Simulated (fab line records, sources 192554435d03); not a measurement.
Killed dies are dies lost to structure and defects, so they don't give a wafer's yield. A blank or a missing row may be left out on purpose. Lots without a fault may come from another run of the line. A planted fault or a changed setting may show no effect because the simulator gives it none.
One fault seen from 3 desks | flow n5_finfet | each desk has only its own numbers; what lay behind them comes last

THE DEFECT DESK
What the inspections along the route counted, lot by lot: means of the sampled wafers that have a number. A lot is out of limits, marked OUT, if its mean lies more than 4 standard deviations from the usual mean; the brackets give that distance.
Columns: A = raw_defect_count at N5_BEOL_M13_INSPECT_30, usual 2.2
lot  | first seen here | A
L351 | day 13 00:44    | 0.7
L355 | day 14 00:56    | 2.0
L357 | day 15 03:39    | 2.3
L361 | day 15 14:22    | 2.3
L360 | day 16 00:02    | 3.0
This desk's finding: nothing out of limits on any of the 5 lots.

THE TOOL OWNER'S DESK: rie_diel-02
The tool's own readings at N5_BEOL_M13_ETCH_38 (etches SiCN in CF4/N2, target depth 67.5 nm, time 71.9 s): means of the sampled wafers that have a number, for each lot that ran on this tool. A lot is out of limits, marked OUT, if its mean lies more than 4 standard deviations from the usual mean; the brackets give that distance.
Columns: A = bias_w at N5_BEOL_M13_ETCH_38, usual 69.99 W; B = drypump_motor_current_A at N5_BEOL_M13_ETCH_38, usual 5.7 A; C = oes_product_au at N5_BEOL_M13_ETCH_38, usual 0.79 a.u.; D = rf_vpp_V at N5_BEOL_M13_ETCH_38, usual 382.3 V; E = showerhead_plenum_p_Torr at N5_BEOL_M13_ETCH_38, usual 2.21 Torr; F = throttle_valve_pct at N5_BEOL_M13_ETCH_38, usual 15.41 %
lot  | first seen here | A     | B   | C    | D     | E    | F
L355 | day 14 01:42    | 69.89 | 6.0 | 0.84 | 383.1 | 2.25 | 15.46
L357 | day 15 05:18    | 70.17 | 5.8 | 0.84 | 384.0 | 2.28 | 15.66
This desk's finding: nothing out of limits on any of the 2 lots.

THE METROLOGY DESK
What the gauges read, lot by lot, whatever tool the lot ran on: means of the sampled wafers that have a number. A lot is out of limits, marked OUT, if its mean lies more than 4 standard deviations from the usual mean; the brackets give that distance.
Columns: A = cd_nm at N5_BEOL_M13_CD_MEAS_28, usual 209.2 nm; B = M13_OVL at N5_BEOL_M13_OVL_MEAS_29, usual -2 nm; C = trench_depth_nm at N5_BEOL_M13_OCD_MEAS_35, usual 410 nm
lot  | first seen here | A     | B  | C
L351 | day 13 00:41    | 209.3 | 8  | 411
L355 | day 14 00:53    | 208.7 | -5 | 410
L357 | day 15 03:35    | 208.9 | -5 | 414
L361 | day 15 14:19    | 208.9 | -3 | 410
L360 | day 15 23:59    | 209.4 | -3 | 410
This desk's finding: nothing out of limits on any of the 5 lots.

PUT TOGETHER
The defect desk saw nothing out of limits.
The tool owner's desk saw nothing out of limits.
The metrology desk saw nothing out of limits.

WHAT THE SIMULATOR HAD PUT IN
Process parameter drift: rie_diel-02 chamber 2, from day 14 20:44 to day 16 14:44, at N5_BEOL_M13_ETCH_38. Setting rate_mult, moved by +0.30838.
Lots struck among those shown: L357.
